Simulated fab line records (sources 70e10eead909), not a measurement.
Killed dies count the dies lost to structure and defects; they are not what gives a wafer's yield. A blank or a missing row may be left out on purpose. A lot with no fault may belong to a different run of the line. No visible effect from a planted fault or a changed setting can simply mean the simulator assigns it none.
fab line records	flow nandHarc
record lots=14	wafers=40	lastDay=32
route steps=1302 shown A_STAIRCASE@668
lots that met no fault: taken from a fault-free run of the same line
startH: the number of hours between the record's first day and the start of the first shown wafer of the lot	waitH: time in hours since the lot's previous step	" repeats the value in the row above	L1.1+2: several wafers, shown together as one row	- no value present, or no start provided	* or withheld: withheld	< > ~ a bound
route shown NAME@n: NAME is a module with steps in the file, n the number in the route of the first one	usual: the fault-free wafers' mean and standard deviation	same: alike in all rows	chamber/n: place in a boat	sites: readings site by site	_std_site: their standard deviation	_edge_site: the outer-site mean with the inner-site mean subtracted	radiusMm: for every site, how far away it sits from the centre of the wafer	mask NAME#n: copy n	behind: the tool/chamber that last shaped the wafer	hold: reason for holding the lot/hours on hold/outcome of the hold	device: names the non-switching transistor (n, p or np)	end of line: the same wafers' tests at the end of the route	for a step that has no rows: nothing shown but its recipe	killed: dies that structure and defects cost at the first sort, which is not the same as the wafer's yield	map: dies across one wafer; x = killed, . = not, _ = none there
set.NAME: setting as actually run; set.NAME@STEP: the setting as run at that earlier step	model.NAME: the simulator's own value behind a step, which no gauge read
a sample of lots followed through the steps of the route, with each step as a table and each wafer as a row
services: the hour from which a tool's chamber was out of use, counted from the record's first day as startH (under 0 if before that day), plus the number of hours and why
## steps
# step NHARC_A_STAIRCASE_TRIM_12
# recipe timeS=211.2	o2FlowSccm=500	arFlowSccm=0	biasW=0	chemistry=O2
# usual drypumpMotorCurrentA=5.88/0.26	oesProductAu=1.001/0.012	rfVppV=57.7/0.97	showerheadPlenumPTorr=3.52/0.16	throttleValvePct=17.037/0.0086
lot.wafer	tool	chamber	startH	waitH	drypumpMotorCurrentA	oesProductAu	rfHoursCounterH	rfVppV	showerheadPlenumPTorr	throttleValvePct
L343.2	rieDiel-13	2	354.01	0.1	6.26	0.999	0	57.0	3.39	17.047
L343.1	"	3	"	"	6.57	0.992	0	56.6	3.59	17.033
L343.4	"	1	"	"	5.64	1.002	0	56.4	3.53	17.036
L344.4	rieDiel-03	1	354.18	0.1	5.97	0.982	3	57.4	3.74	17.045
L344.3	"	2	"	"	6.12	0.985	5	55.9	3.29	17.041
L344.1	"	3	"	"	5.79	1.007	5	59.6	3.63	17.026
L346.1	rieDiel-13	0	392.43	0.1	5.37	1.001	10	56.7	3.45	17.032
L346.5	"	1	"	"	5.63	1.016	-	57.3	3.53	17.033
L346.6	"	2	"	"	6.25	1.010	-	60.3	3.38	17.044
L347.4	rieDiel-03	1	392.66	0.1	5.96	0.999	17	57.8	3.73	17.045
L347.2	"	2	"	"	6.09	1.001	17	56.6	3.29	17.054
L347.3	"	3	"	"	5.79	1.024	19	58.1	3.62	17.025
L348.3	rieDiel-02	0	409.46	0.1	5.62	0.993	1	57.9	3.38	17.042
L348.6	"	0	"	"	5.62	0.994	-	57.7	3.38	17.035
L348.5	"	2	"	"	5.59	0.984	-	57.1	3.33	17.033
L350.3	rieDiel-03	0	425.41	0.1	5.97	0.998	26	57.4	3.49	17.060
L350.4	"	1	"	"	5.93	0.999	26	56.9	3.73	17.032
L350.5	"	1	"	"	5.96	0.998	-	58.5	3.73	17.027
L351.1	rieDiel-02	3	433.22	0.1	5.66	1.020	1	57.8	3.41	17.042
L351.2	"	2	"	"	5.64	0.983	8	58.2	3.33	17.028
L351.6	"	3	"	"	5.61	1.017	-	57.3	3.41	17.039
L352.1	rieDiel-03	3	433.80	0.1	5.78	1.004	30	59.1	3.61	17.026
L352.4	"	0	"	"	5.99	0.991	28	56.8	3.49	17.040
L352.5	"	3	"	"	5.78	1.009	-	56.6	3.61	17.035
L354.1	rieDiel-13	0	455.73	0.1	5.38	1.008	35	59.0	3.44	17.037
L354.3	"	3	"	"	6.56	1.001	38	56.5	3.56	17.047
L354.6	"	1	"	"	5.63	1.011	-	56.9	3.52	17.026
L355.4	rieDiel-03	1	473.64	0.1	5.92	0.991	43	59.0	3.72	17.026
L355.3	"	2	"	"	6.11	0.994	45	58.0	3.27	17.045
L355.2	"	3	"	"	5.78	1.000	45	58.3	3.61	17.046
L357.4	rieDiel-03	2	492.08	0.1	6.09	0.991	52	55.4	3.27	17.030
L357.3	"	3	"	"	5.77	1.000	49	58.9	3.60	17.049
L357.6	"	0	"	"	5.96	0.987	-	55.7	3.48	17.037
L358.3	rieDiel-02	3	496.62	0.1	5.67	1.014	23	57.4	3.40	17.042
L358.5	"	1	"	"	6.10	0.986	-	57.4	3.73	17.030
L358.6	"	2	"	"	5.58	0.991	-	57.2	3.32	17.022
L359.1	rieDiel-03	2	526.25	0.1	6.13	1.009	0	59.5	3.81	17.051
L359.5	"	3	"	"	5.79	1.021	-	57.1	3.60	17.032
L363.1	rieDiel-03	3	557.39	0.1	5.78	1.009	12	57.4	3.59	17.054
L363.4	"	1	"	"	5.95	0.998	14	58.3	3.70	17.043
# step NHARC_A_STAIRCASE_ETCH_15
# recipe targetDepthA=1000	timeS=40.5	ionEnergyEv=400	c4f8FlowSccm=20	o2FlowSccm=10	arFlowSccm=withheld	rfW=600	biasW=1000	chemistry=C4F8/O2
# usual oesProductAu=0.946/0.012	rfVppV=896/5.8
lot.wafer	tool	chamber	startH	waitH	oesProductAu	rfHoursCounterH	rfVppV
L343.4	rieDiel-13	2	-	-	0.942	1	891
L343.1	"	3	"	"	0.934	1	897
L343.2	"	0	"	"	0.949	1	895
L344.1	rieDiel-03	0	-	-	0.925	3	895
L344.3	"	2	"	"	0.943	5	887
L344.4	"	3	"	"	0.941	5	899
L346.1	rieDiel-13	3	-	-	0.943	14	897
L346.5	"	3	"	"	0.941	-	898
L346.6	"	0	"	"	0.950	-	893
L347.2	rieDiel-03	1	-	-	0.946	17	903
L347.3	"	2	"	"	0.941	17	886
L347.4	"	0	"	"	0.944	19	897
L348.3	rieDiel-02	1	-	-	0.931	1	904
L348.5	"	1	"	"	0.931	-	905
L348.6	"	2	"	"	0.932	-	888
L350.3	rieDiel-03	0	-	-	0.939	26	895
L350.4	"	2	"	"	0.927	26	887
L350.5	"	0	"	"	0.945	-	894
L351.1	rieDiel-02	1	-	-	0.955	9	902
L351.2	"	2	"	"	0.928	9	888
L351.6	"	0	"	"	0.952	-	891
L352.1	rieDiel-03	1	-	-	0.939	29	902
L352.4	"	3	"	"	0.958	31	900
L352.5	"	0	"	"	0.938	-	895
L354.3	rieDiel-13	1	-	-	0.947	30	896
L354.1	"	2	"	"	0.954	40	891
L354.6	"	3	"	"	0.956	-	898
L355.3	rieDiel-03	1	-	-	0.939	43	903
L355.2	"	2	"	"	0.935	45	886
L355.4	"	3	"	"	0.939	45	898
L357.3	rieDiel-03	1	-	-	0.951	50	901
L357.4	"	3	"	"	0.946	49	898
L357.6	"	0	"	"	0.950	-	895
L358.3	rieDiel-02	3	-	-	0.956	23	891
L358.5	"	1	"	"	0.947	-	903
L358.6	"	2	"	"	0.930	-	889
L359.1	rieDiel-03	0	-	-	0.961	0	895
L359.5	"	1	"	"	0.951	-	903
L363.1	rieDiel-03	2	-	-	0.945	12	905
L363.4	"	3	"	"	0.951	12	898
# step NHARC_A_STAIRCASE_ETCH_19
# recipe targetDepthA=1000	timeS=40.5	ionEnergyEv=400	c4f8FlowSccm=20	o2FlowSccm=10	arFlowSccm=withheld	rfW=600	biasW=1000	chemistry=C4F8/O2
# usual oesProductAu=0.946/0.012	rfVppV=895/5.9
lot.wafer	tool	chamber	startH	waitH	oesProductAu	rfHoursCounterH	rfVppV
L344.3	rieDiel-03	2	355.12	-	0.931	6	887
L344.1	"	3	"	"	0.949	5	900
L344.4	"	0	"	"	0.955	4	895
L343.1	rieDiel-13	1	355.26	-	0.946	1	897
L343.2	"	2	"	"	0.972	1	891
L343.4	"	3	"	"	0.945	1	897
L346.1	rieDiel-13	0	393.25	-	0.947	10	892
L346.5	"	1	"	"	0.947	-	896
L346.6	"	2	"	"	0.951	-	890
L347.2	rieDiel-03	0	393.52	-	0.939	19	894
L347.3	"	1	"	"	0.935	17	903
L347.4	"	3	"	"	0.962	20	899
L348.3	rieDiel-02	1	410.45	-	0.932	1	905
L348.5	"	2	"	"	0.926	-	888
L348.6	"	0	"	"	0.944	-	891
L350.4	rieDiel-03	1	426.26	-	0.934	26	902
L350.3	"	0	"	"	0.938	26	894
L350.5	"	1	"	"	0.938	-	902
L351.1	rieDiel-02	3	434.07	-	0.965	1	892
L351.2	"	1	"	"	0.956	9	903
L351.6	"	2	"	"	0.928	-	888
L352.4	rieDiel-03	2	437.53	-	0.926	33	887
L352.1	"	1	"	"	0.927	33	901
L352.5	"	2	"	"	0.927	-	886
L354.1	rieDiel-13	1	456.58	-	0.941	30	895
L354.3	"	3	"	"	0.941	38	897
L354.6	"	1	"	"	0.939	-	895
L355.4	rieDiel-03	2	474.56	-	0.942	45	886
L355.2	"	3	"	"	0.955	45	900
L355.3	"	1	"	"	0.943	43	903
L357.4	rieDiel-03	0	492.98	-	0.942	46	894
L357.3	"	2	"	"	0.937	52	886
L357.6	"	3	"	"	0.926	-	899
L358.3	rieDiel-02	3	497.44	-	0.946	23	892
L358.5	"	2	"	"	0.936	-	888
L358.6	"	3	"	"	0.943	-	890
L359.1	rieDiel-03	2	527.27	-	1.090	1	906
L359.5	"	0	"	"	0.963	-	896
L363.4	rieDiel-03	2	558.23	-	0.949	12	906
L363.1	"	0	"	"	1.102	14	895
# step NHARC_A_STAIRCASE_ETCH_21
# recipe targetDepthA=1000	timeS=40.5	ionEnergyEv=400	c4f8FlowSccm=20	o2FlowSccm=10	arFlowSccm=withheld	rfW=600	biasW=1000	chemistry=C4F8/O2
# usual oesProductAu=0.956/0.016	rfVppV=895/6
lot.wafer	tool	chamber	startH	waitH	oesProductAu	rfHoursCounterH	rfVppV
L344.3	rieDiel-03	3	-	-	0.956	6	901
L344.4	"	0	"	"	0.943	4	895
L344.1	"	1	"	"	0.925	4	903
L343.2	rieDiel-13	0	-	-	0.952	1	894
L343.4	"	2	"	"	0.965	1	892
L343.1	"	3	"	"	0.958	1	899
L346.1	rieDiel-13	0	-	-	0.953	11	893
L346.5	"	2	"	"	0.956	-	890
L346.6	"	3	"	"	0.933	-	899
L347.2	rieDiel-03	2	393.93	-	0.959	17	888
L347.3	"	3	"	"	0.979	20	900
L347.4	"	1	"	"	0.958	17	904
L348.3	rieDiel-02	2	-	-	0.912	2	889
L348.6	"	1	"	"	0.923	-	903
L348.5	"	2	"	"	0.930	-	890
L350.3	rieDiel-02	0	-	-	0.949	7	891
L350.4	"	1	"	"	0.965	-	905
L350.5	"	2	"	"	0.940	-	890
L351.1	rieDiel-13	2	-	-	0.957	33	892
L351.2	"	3	"	"	0.944	32	897
L351.6	"	0	"	"	0.956	-	893
L352.1	rieDiel-03	2	-	-	0.932	33	887
L352.4	"	3	"	"	0.947	33	900
L352.5	"	2	"	"	0.923	-	886
L354.1	rieDiel-02	0	-	-	0.957	20	889
L354.3	"	3	"	"	0.972	11	890
L354.6	"	3	"	"	0.980	-	892
L355.4	rieDiel-03	0	-	-	0.954	41	895
L355.3	"	1	"	"	0.960	43	903
L355.2	"	2	"	"	0.946	45	886
L357.3	rieDiel-13	2	-	-	0.988	52	889
L357.4	"	0	"	"	0.969	43	893
L357.6	"	3	"	"	0.960	-	895
L358.3	rieDiel-02	3	-	-	0.969	23	891
L358.6	"	2	"	"	0.926	-	888
L358.5	"	3	"	"	0.970	-	891
L359.1	rieDiel-03	1	-	-	0.956	1	905
L359.5	"	2	"	"	0.959	-	905
L363.4	rieDiel-02	3	-	-	1.001	43	891
L363.1	"	1	"	"	0.949	57	902
## services
tool	chamber	startH	hours	kind
rieDiel-03	-	338.03	9.0	pm
rieDiel-03	0	338.03	9.0	ventCycle
rieDiel-03	1	338.03	9.0	ventCycle
rieDiel-03	2	338.03	9.0	ventCycle
rieDiel-03	3	338.03	9.0	ventCycle
rieDiel-13	-	342.98	9.0	pm
rieDiel-03	0	347.03	-	clean
rieDiel-03	0	347.03	-	consumableReplace:focusRing
rieDiel-03	1	347.03	-	clean
rieDiel-02	1	355.00	3.3	repair
rieDiel-13	0	366.74	5.3	repair
rieDiel-03	2	369.12	4.0	repair
rieDiel-13	-	369.69	2.0	repair
rieDiel-03	3	381.88	5.0	repair
rieDiel-02	-	393.83	9.0	pm
rieDiel-02	3	406.93	23.0	repair
rieDiel-03	0	407.06	7.3	repair
rieDiel-13	1	415.40	12.0	repair
rieDiel-13	1	427.60	7.2	repair
rieDiel-03	-	439.30	0.3	repair
rieDiel-02	2	445.54	28.5	repair
rieDiel-13	0	465.15	9.5	repair
rieDiel-03	-	515.03	9.0	pm
rieDiel-13	-	519.98	9.0	pm
## key
firstSign step=NHARC_A_STAIRCASE_ETCH_19	reading=oesProductAu	direction=up	sigmas=12	usual=0.946	struck=1.096
effect none on later readings
metAt NHARC_A_STAIRCASE_ETCH_19
struckLots L359,L363
struckWafers L359.1,L363.1
sortLeftOut L359.1,L363.1
testerLeftOut L359,L363
notActingAt NHARC_A_STAIRCASE_TRIM_12,NHARC_A_STAIRCASE_ETCH_15,NHARC_A_STAIRCASE_ETCH_21
onsetBetween 492.98 527.27
fault kind=processParameterDrift	tool=rieDiel-03	chamber=-	onsetH=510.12	steps=NHARC_A_STAIRCASE_ETCH_19	channel=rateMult	offset=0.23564	shape=step	endH=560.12	scope=struckWafersOnly
# testerLeftOut: of these lots the tester's yield and bins aren't shown, on N5 and GAA mostly nor the transistor test; their killed dies are dies lost to structure and defects alone, not to doping, threshold or leakage, so they don't give the yield
# sortLeftOut: the simulated sort isn't trusted on such a fault, so these wafers' sort isn't shown, and their yield isn't known
